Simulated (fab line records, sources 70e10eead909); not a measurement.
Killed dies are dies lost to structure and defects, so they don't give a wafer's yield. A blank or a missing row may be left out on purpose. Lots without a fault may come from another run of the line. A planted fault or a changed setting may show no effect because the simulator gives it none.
Which tool did it? | flow nand_harc | 13 lots, 39 wafers sampled, at 6 steps of a route of 1159

WHAT THE GAUGES READ, wafer by wafer
NHARC_P_BONDPAD_INSPECT_23.
lot  | measured     | on                | raw_defect_count
L149 | day 6 16:59  | defect_inspect-02 | 307 517 393
L150 | day 7 05:39  | defect_inspect-01 | 362 588 231
L151 | day 7 06:04  | defect_inspect-02 | 258 278 409
L155 | day 8 07:03  | defect_inspect-02 | 180 209 282
L156 | day 8 13:49  | defect_inspect-02 | 333 300 362
L157 | day 8 16:26  | defect_inspect-01 | 154 219 244
L158 | day 8 19:09  | defect_inspect-01 | 849 584 527
L161 | day 9 17:59  | defect_inspect-02 | 332 178 248
L160 | day 9 19:05  | defect_inspect-01 | 241 378 424
L159 | day 9 19:25  | defect_inspect-01 | 359 309 594
L162 | day 10 05:20 | defect_inspect-02 | 559 345 536
L165 | day 10 17:13 | defect_inspect-01 | 373 367 391
L170 | day 11 22:26 | defect_inspect-02 | 315 273 400

NHARC_A_ONON_D1_THK_MEAS_24: measures by ellipsometry.
lot  | measured     | on            | thk_nm (nm)
L149 | day 8 03:55  | film_metro-02 | 990 990 991
L150 | day 8 16:48  | film_metro-02 | 1000 1000 1000
L151 | day 8 16:46  | film_metro-01 | 993 995 995
L155 | day 9 17:49  | film_metro-02 | 994 996 996
L156 | day 10 03:53 | film_metro-01 | 998 997 995
L157 | day 10 03:52 | film_metro-02 | 1004 1005 1006
L158 | day 10 03:54 | film_metro-02 | 994 996 995
L161 | day 11 04:59 | film_metro-02 | 1010 1008 1009
L160 | day 11 05:21 | film_metro-02 | 1005 1002 1005
L159 | day 11 05:08 | film_metro-01 | 1002 1004 1003
L162 | day 11 18:24 | film_metro-02 | 987 986 986
L165 | day 12 01:37 | film_metro-01 | 1501 1501 1006
L170 | day 13 07:37 | film_metro-02 | 1015 1016 1017

NHARC_A_CHANNEL_HOLE_D1_OVL_MEAS_11.
lot  | measured     | on         | overlay_x_nm (nm) | overlay_y_nm (nm)
L149 | day 8 10:41  | overlay-02 | -0.6 -0.6 -0.7    | -1.0 -1.3 -0.9
L150 | day 8 22:28  | overlay-01 | 0.1 -0.2 -0.2     | 0.4 -1.1 -0.7
L151 | day 8 22:10  | overlay-02 | -0.2 -0.6 -0.3    | 0.5 0.5 0.9
L155 | day 9 22:53  | overlay-01 | -0.7 -0.3 -0.4    | 0.2 0.0 0.4
L156 | day 10 08:22 | overlay-01 | -0.4 -0.7 -0.5    | 1.5 1.7 1.6
L157 | day 10 08:40 | overlay-01 | 0.7 0.3 0.8       | 0.9 0.7 0.4
L158 | day 10 09:44 | overlay-01 | -0.2 -0.2 -0.3    | 0.4 0.7 1.7
L161 | day 11 10:00 | overlay-02 | 0.7 1.0 1.1       | -0.9 -0.8 -0.7
L160 | day 11 11:55 | overlay-02 | -0.7 0.2 -0.6     | -1.6 -1.0 -1.1
L159 | day 11 10:10 | overlay-01 | -1.8 -2.3 -2.4    | -0.9 -0.4 -0.9
L162 | day 12 00:44 | overlay-02 | 0.3 0.5 0.2       | 0.0 0.5 0.1
L165 | day 12 06:04 | overlay-01 | -0.3              | 0.3
L170 | day 13 12:48 | overlay-02 | 0.2 0.1 0.0       | -0.4 0.4 0.3

NHARC_END_SORT_01.
lot  | measured     | on        | killed_at_array | killed_at_other | killed_at_periphery | killed_dies | killed_open | killed_short
L165 | day 23 16:43 | prober-01 | 658 664 44      | 1 1 2           | 18 12 9             | 677 677 55  | 5 1 2       | 1 1 4

WHICH TOOL RAN EACH LOT (tool, then ch and the chambers of the sampled wafers, then the start)
lot  | NHARC_A_ZERO_WELL_DESCUM_12        | NHARC_A_ONON_D1_DEP_22
L149 | rie_diel-12 ch 1,2,3, day 6 18:21  | pecvd_onon-04 ch 0, day 8 03:25
L150 | rie_diel-03 ch 0,1, day 7 07:01    | pecvd_onon-03 ch 0, day 8 16:17
L151 | rie_diel-12 ch 2,3, day 7 07:34    | pecvd_onon-04 ch 0, day 8 16:16
L155 | rie_diel-03 ch 0,2,3, day 8 08:32  | pecvd_onon-04 ch 0, day 9 17:17
L156 | rie_diel-03 ch 1,2,3, day 8 15:20  | pecvd_onon-02 ch 0, day 10 03:22
L157 | rie_diel-10 ch 0,3, day 8 17:56    | pecvd_onon-03 ch 0, day 10 03:22
L158 | rie_diel-10 ch 0,2,3, day 8 20:33  | pecvd_onon-04 ch 0, day 10 03:30
L161 | rie_diel-10 ch 1,2,3, day 9 19:29  | pecvd_onon-03 ch 0, day 11 04:28
L160 | rie_diel-10 ch 1,2,3, day 9 20:28  | pecvd_onon-03 ch 0, day 11 04:50
L159 | rie_diel-03 ch 2,3, day 9 20:47    | pecvd_onon-02 ch 0, day 11 04:37
L162 | rie_diel-12 ch 1,2,3, day 10 07:01 | pecvd_onon-04 ch 0, day 11 17:53
L165 | rie_diel-03 ch 0,1,3, day 10 18:41 | pecvd_onon-03 ch 0, day 12 01:07
L170 | rie_diel-10 ch 0,2, day 11 23:55   | pecvd_onon-04 ch 0, day 13 07:06
- NHARC_A_ZERO_WELL_DESCUM_12: chemistry O2, time 3 s.
- NHARC_A_ONON_D1_DEP_22: target thk 1000 nm.

WHAT THE TOOLS THEMSELVES READ (means of the sampled wafers that have a number; where no wafer has one, the mark that the record gives instead)
NHARC_A_ZERO_WELL_DESCUM_12.
lot  | tool        | drypump_motor_current_A (A) | oes_product_au (a.u.) | rf_vpp_V (V) | showerhead_plenum_p_Torr (Torr) | throttle_valve_pct (%)
L149 | rie_diel-12 | 5.7                         | 1.000                 | 58.3         | 1.94                            | 11.310
L150 | rie_diel-03 | 5.2                         | 0.990                 | 57.4         | 1.82                            | 11.311
L151 | rie_diel-12 | 5.8                         | 0.994                 | 58.0         | 1.89                            | 11.310
L155 | rie_diel-03 | 5.2                         | 1.003                 | 57.6         | 1.91                            | 11.321
L156 | rie_diel-03 | 5.2                         | 1.002                 | 58.1         | 1.89                            | 11.302
L157 | rie_diel-10 | 6.0                         | 0.996                 | 58.8         | 2.03                            | 11.315
L158 | rie_diel-10 | 6.0                         | 0.994                 | 58.4         | 2.02                            | 11.306
L161 | rie_diel-10 | 5.7                         | 0.992                 | 58.1         | 1.93                            | 11.313
L160 | rie_diel-10 | 5.7                         | 0.990                 | 57.6         | 1.93                            | 11.306
L159 | rie_diel-03 | 5.1                         | 1.005                 | 58.0         | 1.89                            | 11.306
L162 | rie_diel-12 | 5.6                         | 0.993                 | 58.3         | 1.94                            | 11.313
L165 | rie_diel-03 | 5.3                         | 1.005                 | 56.8         | 1.91                            | 11.307
L170 | rie_diel-10 | 6.4                         | 0.993                 | 58.5         | 2.05                            | 11.306

NHARC_A_ONON_D1_DEP_22.
lot  | tool          | nh3_flow_sccm (sccm)
L149 | pecvd_onon-04 | 499.5
L150 | pecvd_onon-03 | 501.5
L151 | pecvd_onon-04 | 500.5
L155 | pecvd_onon-04 | 498.8
L156 | pecvd_onon-02 | 499.0
L157 | pecvd_onon-03 | 501.2
L158 | pecvd_onon-04 | 501.8
L161 | pecvd_onon-03 | 503.1
L160 | pecvd_onon-03 | 499.4
L159 | pecvd_onon-02 | 500.5
L162 | pecvd_onon-04 | 501.8
L165 | pecvd_onon-03 | 499.9
L170 | pecvd_onon-04 | 499.0

THE ANSWER, worked out from the rows above alone
Rule: what is usual is taken from the lots themselves. Put in order of their means at a reading, lots are off if they are a third of the lots or fewer, leave a main group of 4 or more, and stand apart from it by a gap of 3 or more times the standard deviation of the main group's means; of several such gaps the widest counts. A main group whose means are all the same, to the digits that the tables above print for the reading, isn't used. A lot without any number at a reading at which 4 lots or more have one is off too. The other lots that the step has rows for count as sound. The gauges are gone through in route order, then the tools' own readings, and for those a lot's mean is taken as printed above. The first step at which some lot is off is used, and at that step the reading that is off furthest; a lot without a number counts as furthest.
Off: L165, at NHARC_A_ONON_D1_THK_MEAS_24 (thk_nm). The main group: mean 1000 nm, standard deviation 7.9.
A tool fits if, at a process step before that reading, it ran every lot that is off, and no sound lot after the first of them. The gauges at NHARC_A_ONON_D1_THK_MEAS_24 are tried like those tools. Can't be told from this: 3 tools fit, rie_diel-03 at NHARC_A_ZERO_WELL_DESCUM_12, pecvd_onon-03 at NHARC_A_ONON_D1_DEP_22, film_metro-01 at NHARC_A_ONON_D1_THK_MEAS_24.

WHAT THE SIMULATOR HAD PUT IN
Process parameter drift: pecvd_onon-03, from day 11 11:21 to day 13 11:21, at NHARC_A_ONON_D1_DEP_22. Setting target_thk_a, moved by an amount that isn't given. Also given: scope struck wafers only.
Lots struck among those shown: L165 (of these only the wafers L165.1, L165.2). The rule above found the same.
